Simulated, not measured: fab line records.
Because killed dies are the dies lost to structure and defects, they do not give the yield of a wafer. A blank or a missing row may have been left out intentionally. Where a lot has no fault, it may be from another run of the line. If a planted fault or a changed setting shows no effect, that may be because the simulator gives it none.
fab line records	flow n5-finfet
record lots=6	wafers=18	last-day=17
route steps=1938 shown BEOL_M4@1076 BEOL_M5@1112 PASSIVATION@1936
lots that met no fault: taken from a fault-free run of the same line
start-h: hours from the record's opening day to when the first of the lot's shown wafers began	wait-h: time in hours since the lot's previous step	" identical to the entry in the row above	L1.1+2: a row that stands for several wafers	- no value, or no start was given	* or withheld: withheld	< > ~ a bound
route shown NAME@n: NAME is a module with steps in the file, n the number in the route of the first one	usual: the fault-free wafers' mean and standard deviation	same: alike in all rows	chamber/n: place in a boat	sites: the reading at each site	_std_site: standard deviation of those values	_edge_site: outer sites' mean less inner sites'	radius-mm: for every site, how far away it sits from the centre of the wafer	mask NAME#n: copy n	behind: tool/chamber where the wafer was last shaped	hold: cause of the lot's hold/its duration in hours/its outcome	device: transistor that didn't switch, given as n, p or np	end of line: tests of these same wafers at the route's end	a step given without rows: its recipe and nothing more	killed: count of dies lost to structure and defects at first sort (not the wafer's yield)	map: a wafer's dies, x killed, . not, _ none there
set.NAME: the setting as run; set.NAME@STEP: as run at that earlier step	model.NAME: the simulator's own value behind a step, which no gauge read
lots at some steps of the route; a table a step, a row a wafer
services: a tool's chamber out of use, with start hour (start-h, from the record's first day; less than 0 if before it), hours out, and reason
## steps
# step N5_BEOL_M4_PRECLEAN_42
# recipe chemistry=residue-remover	time-s=60	temp-c=40
# step N5_BEOL_M4_SRD_43
# recipe time-s=30	temp-c=23	rinse-liquid=diw	dry=ipa-marangoni
# step N5_BEOL_M4_CD_MEAS_35
# recipe target-cd-nm=18	target-cd-y-nm=22.4	polarity=opening
# usual cd-nm=18.1/0.47
lot.wafer	tool	chamber	start-h	wait-h	cd-nm
L198.2	cd-sem-02	-	157.62	0.0	17.9
L198.3	"	-	"	"	19.0
L198.4	"	-	"	"	17.9
L201.2	cd-sem-02	-	183.71	0.0	17.9
L201.3	"	-	"	"	18.3
L201.6	"	-	"	"	17.6
L208.1	cd-sem-03	-	247.68	0.0	18.0
L208.3	"	-	"	"	17.9
L208.6	"	-	"	"	17.9
L214.1	cd-sem-02	-	257.85	0.0	18.5
L214.3	"	-	"	"	17.8
L214.4	"	-	"	"	18.3
L216.3	cd-sem-03	-	280.45	0.0	18.3
L216.4	"	-	"	"	17.7
L216.6	"	-	"	"	18.2
L221.2	cd-sem-01	-	313.41	0.0	18.4
L221.4	"	-	"	"	17.7
L221.5	"	-	"	"	18.4
# step N5_BEOL_M4_DEGAS_44
# recipe ambient=vacuum	temp-c=250	time-s=60
# step N5_BEOL_M4_PRE_CLEAN_45
# recipe gas=H2/He	time-s=30	temp-c=250
# step N5_BEOL_M4_ALD_84
# recipe material=TaN	target-thk-a=*	temp-c=275	ald-precursor-family=PDMAT	ald-co-reactant=NH3	pressure-torr=3	carrier-flow-sccm=1500	pulse-time-s=2	purge-time-s=3	co-reactant-purge-time-s=2	co-reactant-pulse-time-s=3	ald-cycles=30	precursor-vessel-temp-c=75	precursor-vessel-pressure-torr=26.25	precursor-vessel-carrier-sccm=1000
# step N5_BEOL_M4_SURFACE_TREAT_85
# recipe gas=Ar	time-s=*	ion-energy-ev=*	ion-current-ma-cm2=0.5	pressure-mtorr=*	ar-flow-sccm=30
# usual throttle-valve-pct=*
# same time-s=*
lot.wafer	tool	chamber	start-h	wait-h	throttle-valve-pct
L198.2	pvd-sputter-01	-	158.58	0.6	*
L198.3	"	-	"	"	*
L198.4	"	-	"	"	*
L201.2	pvd-sputter-03	-	185.11	0.2	*
L201.3	"	-	"	"	*
L201.6	"	-	"	"	*
L208.1	pvd-sputter-01	-	248.31	0.2	*
L208.3	"	-	"	"	*
L208.6	"	-	"	"	*
L214.1	pvd-sputter-01	-	258.91	0.2	*
L214.3	"	-	"	"	*
L214.4	"	-	"	"	*
L216.3	pvd-sputter-01	-	281.10	0.1	*
L216.4	"	-	"	"	*
L216.6	"	-	"	"	*
L221.2	pvd-sputter-02	-	314.00	0.2	*
L221.4	"	-	"	"	*
L221.5	"	-	"	"	*
# step N5_BEOL_M4_CVD_47
# recipe material=Co	target-thk-a=30	temp-c=withheld	precursor=CCTBA/H2	pressure-torr=30	time-s=223.8
# step N5_BEOL_M4_SPUTTER_48
# recipe material=Cu	target-thk-a=45	temp-c=-20	chamber-pressure-pa=0.07	power-w=withheld	time-s=8.29
# usual chamber-pressure-pa=0.07003/0.00015	throttle-valve-pct=29.8/1.1
# same time-s=8.29
lot.wafer	tool	chamber	start-h	wait-h	chamber-pressure-pa	throttle-valve-pct
L198.2	pvd-sputter-03	-	159.80	0.9	0.07012	28.5
L198.3	"	-	"	"	0.07002	28.6
L198.4	"	-	"	"	0.07017	28.7
L201.2	pvd-sputter-02	-	185.57	0.1	0.07022	28.5
L201.3	"	-	"	"	0.06999	29.5
L201.6	"	-	"	"	0.06996	31.4
L208.1	pvd-sputter-01	-	248.53	0.1	0.0701	29.7
L208.3	"	-	"	"	0.07011	29.3
L208.6	"	-	"	"	0.07018	29.7
L214.1	pvd-sputter-01	-	259.81	0.5	0.06967	29.8
L214.3	"	-	"	"	0.06997	29.6
L214.4	"	-	"	"	0.07	29.4
L216.3	pvd-sputter-01	-	281.32	0.1	0.07002	29.8
L216.4	"	-	"	"	0.06996	29.8
L216.6	"	-	"	"	0.07003	29.9
L221.2	pvd-sputter-03	-	314.27	0.1	0.06987	28.7
L221.4	"	-	"	"	0.06994	29.6
L221.5	"	-	"	"	0.06998	31.6
# step N5_BEOL_M4_ANNEAL_49
# recipe temp-c=400	time-s=240	ambient=vacuum
# step N5_BEOL_M4_SPUTTER_79
# recipe material=Cu	target-thk-a=45	temp-c=-20	chamber-pressure-pa=0.07	power-w=withheld	time-s=8.29
# step N5_BEOL_M4_ANNEAL_80
# recipe temp-c=400	time-s=240	ambient=vacuum
# step N5_BEOL_M4_SPUTTER_81
# recipe material=Cu	target-thk-a=45	temp-c=-20	chamber-pressure-pa=0.07	power-w=withheld	time-s=8.29
# usual chamber-pressure-pa=0.06999/0.00014	throttle-valve-pct=29.9/1.1
# same time-s=8.29
lot.wafer	tool	chamber	start-h	wait-h	chamber-pressure-pa	throttle-valve-pct
L198.2	pvd-sputter-03	-	160.24	0.1	0.07	28.7
L198.3	"	-	"	"	0.06989	28.5
L198.4	"	-	"	"	0.06992	28.7
L201.2	pvd-sputter-02	-	186.01	0.1	0.07004	28.6
L201.3	"	-	"	"	0.07	29.8
L201.6	"	-	"	"	0.06991	31.3
L208.1	pvd-sputter-01	-	248.97	0.1	0.06975	29.5
L208.3	"	-	"	"	0.07018	29.6
L208.6	"	-	"	"	0.06999	29.4
L214.1	pvd-sputter-01	-	260.25	0.1	0.0701	29.7
L214.3	"	-	"	"	0.07017	29.8
L214.4	"	-	"	"	0.06978	29.3
L216.3	pvd-sputter-01	-	281.76	0.1	0.06985	29.9
L216.4	"	-	"	"	0.07001	29.9
L216.6	"	-	"	"	0.07011	29.9
L221.2	pvd-sputter-03	-	314.71	0.1	0.06989	28.5
L221.4	"	-	"	"	0.06982	29.8
L221.5	"	-	"	"	0.06999	31.7
# step N5_BEOL_M4_ANNEAL_82
# recipe temp-c=400	time-s=240	ambient=vacuum
# step N5_BEOL_M4_SPUTTER_86
# recipe material=Cu	target-thk-a=45	temp-c=-20	chamber-pressure-pa=0.07	power-w=withheld	time-s=8.29
# step N5_BEOL_M4_ANNEAL_87
# recipe temp-c=400	time-s=240	ambient=vacuum
# step N5_BEOL_M4_SPUTTER_88
# recipe material=Cu	target-thk-a=45	temp-c=-20	chamber-pressure-pa=0.07	power-w=withheld	time-s=8.29
# step N5_BEOL_M4_ANNEAL_89
# recipe temp-c=400	time-s=240	ambient=vacuum
# step N5_BEOL_M4_SPUTTER_90
# recipe material=Cu	target-thk-a=45	temp-c=-20	chamber-pressure-pa=0.07	power-w=withheld	time-s=8.29
# step N5_BEOL_M4_ANNEAL_91
# recipe temp-c=400	time-s=240	ambient=vacuum
# step N5_BEOL_M4_SPUTTER_92
# recipe material=Cu	target-thk-a=45	temp-c=-20	chamber-pressure-pa=0.07	power-w=withheld	time-s=8.29
# step N5_BEOL_M4_ANNEAL_93
# recipe temp-c=400	time-s=240	ambient=vacuum
# step N5_BEOL_M4_SPUTTER_94
# recipe material=Cu	target-thk-a=45	temp-c=-20	chamber-pressure-pa=0.07	power-w=withheld	time-s=8.29
# step N5_BEOL_M4_ANNEAL_95
# recipe temp-c=400	time-s=240	ambient=vacuum
# step N5_BEOL_M4_SPUTTER_96
# recipe material=Cu	target-thk-a=45	temp-c=-20	chamber-pressure-pa=0.07	power-w=withheld	time-s=8.29
# step N5_BEOL_M4_ECD_50
# recipe material=Cu	target-thk-a=3000
# step N5_BEOL_M4_ANNEAL_51
# recipe temp-c=225	time-s=90	ambient=N2
# usual wafer_temp_C_max=225.9/0.3
# same time-s=90
lot.wafer	tool	chamber	start-h	wait-h	wafer_temp_C_max
L198.2	rtp-anneal-01	0	162.25	0.6	225.8
L198.3	"	0	"	"	226.1
L198.4	"	0	"	"	226.3
L201.2	rtp-anneal-01	0	187.57	0.1	225.7
L201.3	"	0	"	"	225.7
L201.6	"	0	"	"	225.9
L208.1	rtp-anneal-02	0	250.49	0.1	225.9
L208.3	"	0	"	"	226.0
L208.6	"	0	"	"	225.8
L214.1	rtp-anneal-01	0	261.77	0.1	226.1
L214.3	"	0	"	"	226.1
L214.4	"	0	"	"	225.9
L216.3	rtp-anneal-02	0	283.37	0.1	226.3
L216.4	"	0	"	"	226.0
L216.6	"	0	"	"	226.7
L221.2	rtp-anneal-01	0	316.27	0.1	225.8
L221.4	"	0	"	"	226.2
L221.5	"	0	"	"	225.9
# step N5_BEOL_M4_CMP_52
# recipe stop-on=SiOC	t-overpolish-s=6.8	down-force-psi=1	platen-rpm=50	clearing-platen-down-force-psi=1.5	clearing-platen-rpm=50	post-cmp-clean=cu-alkaline	target-thk-nm=40	clearing-platen-pad-velocity-m-s=0.99484	pad-velocity-m-s=0.99484
# usual barrier-field-endpoint-s=24.9/0.8	head-pressure-psi=0.9999/0.0024	motor-current-A=6.1/0.72	overpolish-run-s=6.800/0.008	time-to-endpoint-s=63/4
lot.wafer	tool	chamber	start-h	wait-h	barrier-field-endpoint-s	head-pressure-psi	motor-current-A	overpolish-run-s	time-to-endpoint-s
L198.2	cmp-01	3	162.74	0.4	23.8	1.0025	6.3	6.786	58
L198.3	"	1	"	"	24.4	1.0009	5.1	6.790	65
L198.4	"	2	"	"	24.3	1.0005	5.4	6.797	56
L201.3	cmp-03	2	187.82	0.2	24.0	1.0010	7.9	6.804	56
L201.2	"	0	"	"	25.0	0.9993	5.6	6.801	64
L201.6	"	3	"	"	25.0	0.9935	5.2	6.796	63
L208.3	cmp-01	2	250.87	0.2	23.6	0.9948	5.6	6.803	58
L208.1	"	3	"	"	23.6	0.9966	6.2	6.803	60
L208.6	"	0	"	"	24.2	0.9984	6.1	6.795	58
L214.1	cmp-04	2	262.07	0.3	25.5	1.0003	6.4	6.801	67
L214.3	"	3	"	"	26.0	0.9998	6.0	6.799	68
L214.4	"	1	"	"	26.3	1.0015	7.1	6.795	72
L216.3	cmp-01	0	283.59	0.2	24.3	0.9982	5.9	6.800	58
L216.4	"	3	"	"	25.0	1.0010	6.1	6.798	62
L216.6	"	1	"	"	24.9	1.0005	5.0	6.806	63
L221.2	cmp-01	0	316.52	0.2	24.4	1.0027	5.9	6.797	60
L221.4	"	3	"	"	25.7	0.9958	6.6	6.794	61
L221.5	"	0	"	"	24.5	1.0029	6.0	6.799	61
# step N5_BEOL_M4_PRE_CLEAN_60
# recipe gas=NH3/H2	time-s=15	temp-c=*	rf-power-w=300
# usual heater-power-w=91/23
# same time-s=15
lot.wafer	tool	chamber	start-h	wait-h	heater-power-w
L198.2	cvd-co-02	0	163.07	0.0	65
L198.3	"	2	"	"	73
L198.4	"	0	"	"	65
L201.2	cvd-co-01	1	188.15	0.0	136
L201.3	"	0	"	"	92
L201.6	"	0	"	"	88
L208.1	cvd-co-01	0	251.14	0.0	88
L208.3	"	2	"	"	104
L208.6	"	1	"	"	132
L214.1	cvd-co-01	1	262.40	0.0	133
L214.3	"	2	"	"	105
L214.4	"	1	"	"	137
L216.3	cvd-co-01	0	283.92	0.0	90
L216.4	"	2	"	"	106
L216.6	"	1	"	"	136
L221.2	cvd-co-01	0	316.85	0.0	89
L221.4	"	0	"	"	89
L221.5	"	2	"	"	105
# step N5_BEOL_M4_CO_CAP_55
# recipe material=Co	target-thk-a=20	temp-c=200	precursor=CCTBA/H2	pressure-torr=30	time-s=102.1
# step N5_BEOL_M4_PRE_CLEAN_56
# recipe gas=NH3	time-s=15	temp-c=withheld	rf-power-w=300
# step N5_BEOL_M4_DEP_57
# recipe material=SiCN	target-thk-a=80	temp-c=withheld	precursor=3MS/NH3	pressure-torr=3	rf-w=202	time-s=14
# step N5_BEOL_M4_RS_MEAS_58
# recipe thk-meas-gauge=four-point-probe	reads=Co_of_BEOL_M4_CO_CAP_55+Cu_of_BEOL_M4_ECD_50+Co_of_BEOL_M4_CVD_47+TaN_of_BEOL_M4_ALD_84
# usual M4_RS=0.66/0.042
lot.wafer	tool	chamber	start-h	wait-h	M4_RS[ohm/sq]
L198.2	film-metro-02	-	163.30	0.1	0.68
L198.3	"	-	"	"	0.66
L198.4	"	-	"	"	0.71
L201.2	film-metro-01	-	188.38	0.1	0.63
L201.3	"	-	"	"	0.66
L201.6	"	-	"	"	0.62
L208.1	film-metro-01	-	251.36	0.0	0.70
L208.3	"	-	"	"	0.71
L208.6	"	-	"	"	0.67
L214.1	film-metro-01	-	262.62	0.0	0.70
L214.3	"	-	"	"	0.64
L214.4	"	-	"	"	0.55
L216.3	film-metro-01	-	284.14	0.1	0.66
L216.4	"	-	"	"	0.66
L216.6	"	-	"	"	0.66
L221.2	film-metro-01	-	317.08	0.1	0.67
L221.4	"	-	"	"	0.66
L221.5	"	-	"	"	0.63
# step N5_BEOL_M4_RC_MEAS_101
# usual DIBL_N=37.5/2.5	DIBL_P=38/3.1	IOFF_N=0.19/0.059	IOFF_P=0.24/0.061	ION_N=679/16	ION_P=465/9.8	SS_N=72.0/0.8	SS_P=73.7/0.86	VT_N=248/4.5	VT_P=-249/3.5
lot.wafer	tool	chamber	start-h	wait-h	DIBL_N[mV/V]	DIBL_P[mV/V]	IOFF_N[nA/um]	IOFF_P[nA/um]	ION_N[uA/um]	ION_P[uA/um]	SS_N[mV/dec]	SS_P[mV/dec]	VT_N[mV]	VT_P[mV]
L198.2	prober-02	0	163.50	0.2	38.2	37	0.18	0.21	675	457	72.1	73.4	252	-251
L198.3	"	0	"	"	37.0	37	0.16	0.23	676	469	71.6	73.1	249	-249
L198.4	"	0	"	"	41.6	42	0.28	0.30	683	459	73.3	74.7	246	-245
L201.2	prober-01	0	188.58	0.2	35.6	37	0.16	0.24	680	472	71.6	73.0	248	-247
L201.3	"	0	"	"	37.6	37	0.17	0.23	657	454	72.6	73.4	249	-249
L201.6	"	0	"	"	37.2	37	0.17	0.22	674	462	71.5	73.2	253	-253
L208.1	prober-01	0	251.41	0.0	34.7	36	0.16	0.24	683	473	71.0	73.0	247	-246
L208.3	"	0	"	"	38.7	41	0.25	0.35	710	487	72.4	74.7	241	-242
L208.6	"	0	"	"	34.1	35	0.15	0.22	683	476	71.6	73.2	248	-249
L214.1	prober-02	0	262.67	0.0	39.4	41	0.22	0.26	705	478	72.4	73.8	247	-248
L214.3	"	0	"	"	37.8	39	0.20	0.24	682	464	72.4	74.1	248	-250
L214.4	"	0	"	"	40.2	43	0.24	0.30	704	478	71.6	75.0	245	-246
L216.3	prober-02	0	284.50	0.3	38.0	37	0.21	0.24	709	485	72.1	73.5	244	-247
L216.4	"	0	"	"	37.5	36	0.19	0.23	665	453	71.9	73.7	248	-248
L216.6	"	0	"	"	41.0	39	0.30	0.28	675	459	74.9	75.2	246	-246
L221.2	prober-02	0	317.28	0.2	30.9	31	0.10	0.14	652	455	71.1	71.5	255	-251
L221.4	"	0	"	"	37.6	40	0.22	0.30	704	479	72.7	73.4	244	-245
L221.5	"	0	"	"	32.4	35	0.13	0.20	667	470	71.5	73.3	251	-252
# step N5_BEOL_M5_ILD_DEP_00
# recipe material=SiCOH_lowk	target-thk-a=1406.4	temp-c=300	precursor=DEMS/porogen	pressure-torr=5	rf-w=500	time-s=25.9
# step N5_BEOL_M5_CURE_79
# recipe temp-c=385	time-s=240	ambient=He/Ar	material=SiCOH_lowk
# step N5_BEOL_M5_THK_MEAS_01
# recipe reads=SiCOH_lowk_of_BEOL_M5_ILD_DEP_00
# usual M5_ILD_THK=121.0/1.7
lot.wafer	tool	chamber	start-h	wait-h	M5_ILD_THK[nm]
L198.2	film-metro-02	-	164.88	0.4	122.1
L198.3	"	-	"	"	121.1
L198.4	"	-	"	"	121.9
L201.2	film-metro-02	-	189.97	0.4	119.2
L201.3	"	-	"	"	119.8
L201.6	"	-	"	"	120.7
L208.1	film-metro-02	-	253.43	0.8	119.3
L208.3	"	-	"	"	122.0
L208.6	"	-	"	"	122.8
L214.1	film-metro-02	-	264.21	0.4	118.5
L214.3	"	-	"	"	119.5
L214.4	"	-	"	"	122.0
L216.3	film-metro-02	-	285.75	0.3	120.7
L216.4	"	-	"	"	121.1
L216.6	"	-	"	"	120.1
L221.2	film-metro-02	-	318.66	0.4	120.8
L221.4	"	-	"	"	121.8
L221.5	"	-	"	"	121.9
# step N5_BEOL_M5_PECVD_70
# recipe material=SiO2	target-thk-a=160	temp-c=400	precursor=TEOS/O2	pressure-torr=5.5	rf-w=450	teos-flow-sccm=53.8	gas=O2	flow-sccm=3000	time-s=18
# step N5_BEOL_M5_HM_DEP_02
# recipe material=TiN	target-thk-a=200	temp-c=25	chamber-pressure-pa=0.49996
# step N5_BEOL_M5_COAT_59
# recipe resist=SOC	temp-c=250	time-s=60	spin-rpm=1500	resist-thk-nm=60
# step N5_PASSIVATION_PROBE_49
# usual defect-limited-yield=91.0/1.4	killed_at_M0_to_M3=35/10	killed_at_M4_up=14/5.5	killed-at-contacts=13/5.6	killed-at-front-end=41/11	killed-at-other=4/3.4	killed-dies=106/16	killed-on-rim=13/4	killed-open=68/12	killed-short=35/7.3	sort_bin_4_leakage=0.3/2.1	sort_bin_5_function=5.3/0.89	sort_bin_6_memory=3.4/0.67	sort-n-pass=1070/28	sort-yield-pct=90.7/2.4
# same gross-dies=1180	killed-at-back-side=0	sort_bin_8_speed[%]=0
lot.wafer	tool	chamber	start-h	wait-h	defect-limited-yield[%]	killed_at_M0_to_M3	killed_at_M4_up	killed-at-contacts	killed-at-front-end	killed-at-other	killed-dies	killed-on-rim	killed-open	killed-short	sort_bin_4_leakage[%]	sort_bin_5_function[%]	sort_bin_6_memory[%]	sort-n-pass	sort-yield-pct[%]
L214.1	prober-02	-	380.56	0.0	89.4	43	11	31	39	1	125	17	85	36	0	6.2	3.9	1055	89.4
L214.3	prober-02	-	380.66	0.1	84.4	46	53	29	51	5	184	34	92	37	0	8.8	5.4	996	84.4
L214.4	prober-02	-	380.71	0.2	91.2	35	10	18	30	11	104	12	64	35	0.2	4.9	3.6	1074	91.0
L216.3	prober-01	-	398.13	0.1	91.7	27	12	3	46	10	98	13	56	40	0	4.7	3.0	1082	91.7
L216.4	prober-01	-	398.18	0.2	87.9	26	67	12	33	5	143	25	53	31	0	6.9	3.5	1037	87.9
L216.6	prober-01	-	398.28	0.3	92.9	10	19	9	36	10	84	5	45	36	0.8	4.7	2.0	1086	92.0
L221.2	prober-02	-	419.58	0.1	92.5	25	10	9	39	5	88	10	54	32	0	4.2	3.2	1092	92.5
L221.4	prober-02	-	419.68	0.2	90.8	43	6	12	41	6	108	15	60	46	0	5.4	3.5	1072	90.8
L221.5	prober-02	-	419.73	0.2	89.7	38	23	14	43	4	122	19	74	47	0	6.5	3.7	1058	89.7
# killed by level:class
L214.1 MOL_CONTACT_COAG:geometric-particle:open=21 BEOL_M0_SAQP:geometric-particle:open=13 STI_FIN_REVEAL:geometric-particle:open=11 BEOL_M2:geometric-particle:open=11 MOL_CONTACT_COAG:geometric-particle:short=9 BEOL_M0_SAQP:geometric-particle:short=6 FIN_SAQP:geometric-particle:open=6 FIN_SAQP:geometric-particle:short=6
L214.3 BEOL_M4:unspecified=49 MOL_CONTACT_COAG:geometric-particle:open=26 BEOL_M0_SAQP:geometric-particle:open=20 STI_FIN_REVEAL:geometric-particle:open=10 FIN_SAQP:geometric-particle:short=9 BEOL_M0_SAQP:geometric-particle:short=9 BEOL_M2:geometric-particle:open=9 FIN_SAQP:geometric-particle:open=7
L214.4 MOL_CONTACT_COAG:geometric-particle:open=17 BEOL_M0_SAQP:geometric-particle:open=13 BEOL_M0_SAQP:geometric-particle:short=10 BEOL_M2:geometric-particle:open=7 FIN_SAQP:geometric-particle:short=5 STARTING-WAFER:geometric-particle:short=5 MIM_TOP_ETCH:geometric-particle:open=5 STI_FIN_REVEAL:geometric-particle:open=4
L216.3 BEOL_M0_SAQP:geometric-particle:open=15 GATE_CUT:geometric-particle:short=13 STI_FIN_REVEAL:geometric-particle:open=7 BEOL_M0_SAQP:geometric-particle:short=7 FIN_SAQP:geometric-particle:short=5 BEOL_M5:geometric-particle:short=5 PASS1_DEP:geometric-particle:open=5 FIN_SAQP:geometric-particle:open=4
L216.4 BEOL_M4:unspecified=55 MOL_CONTACT_COAG:geometric-particle:open=10 BEOL_M0_SAQP:geometric-particle:open=9 FIN_SAQP:geometric-particle:short=5 STI_FIN_REVEAL:geometric-particle:open=5 FIN_SAQP:geometric-particle:open=4 GATE_CUT:geometric-particle:short=4 BEOL_M2:geometric-particle:open=4
L216.6 GATE_CUT:geometric-particle:short=9 MOL_CONTACT_COAG:geometric-particle:open=7 FIN_SAQP:geometric-particle:short=5 BEOL_M4:geometric-particle:short=5 PASS1_DEP:geometric-particle:short=5 STARTING-WAFER:geometric-particle:open=5 DUMMY_GATE:geometric-particle:open=4 BEOL_M7:geometric-particle:open=3
L221.2 FIN_SAQP:geometric-particle:short=14 BEOL_M1:geometric-particle:open=12 MOL_CONTACT_COAG:geometric-particle:open=8 FIN_SAQP:geometric-particle:open=5 STI_FIN_REVEAL:geometric-particle:open=4 BEOL_M0_SAQP:geometric-particle:short=4 BEOL_M2:geometric-particle:open=4 DUMMY_GATE:geometric-particle:open=3
L221.4 BEOL_M0_SAQP:geometric-particle:open=11 BEOL_M1:geometric-particle:open=9 FIN_SAQP:geometric-particle:short=8 STI_FIN_REVEAL:geometric-particle:open=8 MOL_CONTACT_COAG:geometric-particle:open=8 BEOL_M0_SAQP:geometric-particle:short=8 DUMMY_GATE:geometric-particle:open=5 BEOL_M3:geometric-particle:open=5
L221.5 BEOL_M4:geometric-particle:open=13 FIN_SAQP:geometric-particle:short=12 DUMMY_GATE:geometric-particle:open=11 MOL_CONTACT_COAG:geometric-particle:open=8 BEOL_M0_SAQP:geometric-particle:open=7 BEOL_M1:geometric-particle:open=7 STI_FIN_REVEAL:geometric-particle:open=6 MOL_CONTACT_COAG:geometric-particle:short=6
# map L214.3 (x killed, . not)
_________________............________________
______________x................._____________
___________...x....................__________
__________...x...........x.........._________
________..x..x...xx.....x.........x.x._______
_______......................x....x....______
______.........x...x......x........xx..._____
_____..x.xx............x..x...x........x.____
____..........x...x.x..........x.x........___
___...........x...x.x...............x..x...__
___x..x......x.......x.....................__
__......x...............x.....x.....x....xx._
__.......x...........x..x.........x........x_
_..x............x.......x....................
_............x..x............x...x...........
_x.......x...x............x..x..............x
_...x.........x......x....x....x.........x...
_.........x......xx...............x..........
_..x..........x..x.x...............x....x....
_..x............x..xx......................x.
_...x........x.....x.x........xx...x.x....x..
__..xx.....x...........x.....x.....x....x.xx_
__.xx.xx.........xx..................xx....._
___xxxxxx...................x.....x.x....xx__
___xxxxx..x.x....x......................x..__
____xxxxx.x.x.x..........x..x.x......xx...___
_____xxxxx..................x...........x____
______xxxxxxx......x...........x.....xx._____
_______xxxx.....x........x.............______
________xxxxx........x......x..x.x...._______
__________xxx..x.........x.........x_________
___________.xx.....................__________
______________.................._____________
_________________............________________
# map L216.4 (x killed, . not)
_________________............________________
______________......xx.........._____________
___________..............x.........__________
__________.........................._________
________.................x.....x....x._______
_______.....................x..........______
______................x.....x..........._____
_____.................x............x.x...____
____x.........x.....x.....................___
___.........x...x............x......x......__
___........x.....................x......x..__
__.........................................._
__......x...................x........x..x..._
_..xx.....x................x.................
_.......x.................x.....x..x.........
_.x...........x.....x....................xx..
_.....................x....x.x.........x..x..
_....x.x.............x.......................
_.x..............x.x................x........
_................................x..x........
_.....x............................x.........
__xxx......x........................x......._
__xxx.xxx....................x.............._
___xxxxx.x...............................x.__
___xxxxxxx..............x..x...............__
____xxxxx.xx......x.............x.........___
_____xxxxxxxx.........x.x..............x.____
______xxxxxx..x........................._____
_______xxx.xx.....x....x...x...........______
________xxxxxxx..........x......xx.x.._______
__________xx..x..xx...........x.x..._________
___________........xx.........xx...__________
______________......x.....x....._____________
_________________.........x..________________
## services
tool	chamber	start-h	hours	kind
cmp-03	-	149.96	3.7	repair
cvd-co-01	-	163.02	0.8	repair
cmp-03	-	169.69	6.0	pm
cmp-03	-	197.42	0.9	repair
cmp-01	-	200.65	0.3	repair
cmp-01	-	203.69	1.4	repair
cmp-04	-	214.51	0.7	repair
rtp-anneal-01	-	250.65	1.2	pm
cmp-04	-	280.88	4.0	pm
cmp-04	-	284.88	-	consumable-replace:conditioner
cmp-04	-	284.88	-	consumable-replace:pad
cmp-03	-	289.89	0.8	repair
cmp-01	-	291.28	3.5	repair
cvd-co-02	-	302.30	0.5	repair
cvd-co-01	-	305.44	6.9	pm
cmp-04	-	307.64	0.8	repair
cmp-03	-	312.48	0.7	repair
cmp-03	-	315.57	5.6	repair
pvd-sputter-03	-	316.53	4.6	repair
## key
first-sign step=N5_PASSIVATION_PROBE_49	reading=killed_at_M4_up	direction=up	sigmas=8.4	usual=14	struck=60
effect step=N5_PASSIVATION_PROBE_49	reading=killed-dies	direction=up	sigmas=3.5	usual=106	struck=164
more-kills-born-at N5_BEOL_M4_SPUTTER_81@pvd-sputter-01=104
met-at N5_BEOL_M4_SPUTTER_81
struck-wafers L214.3,L216.4
onset-between 248.97 260.25
fault kind=chamber-particle-source	tool=pvd-sputter-01	chamber=-	onset-h=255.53	steps=N5_BEOL_M4_SPUTTER_81	rate-per-visit-cm2=1.1294	end-h=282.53	scope=struck-wafers-only
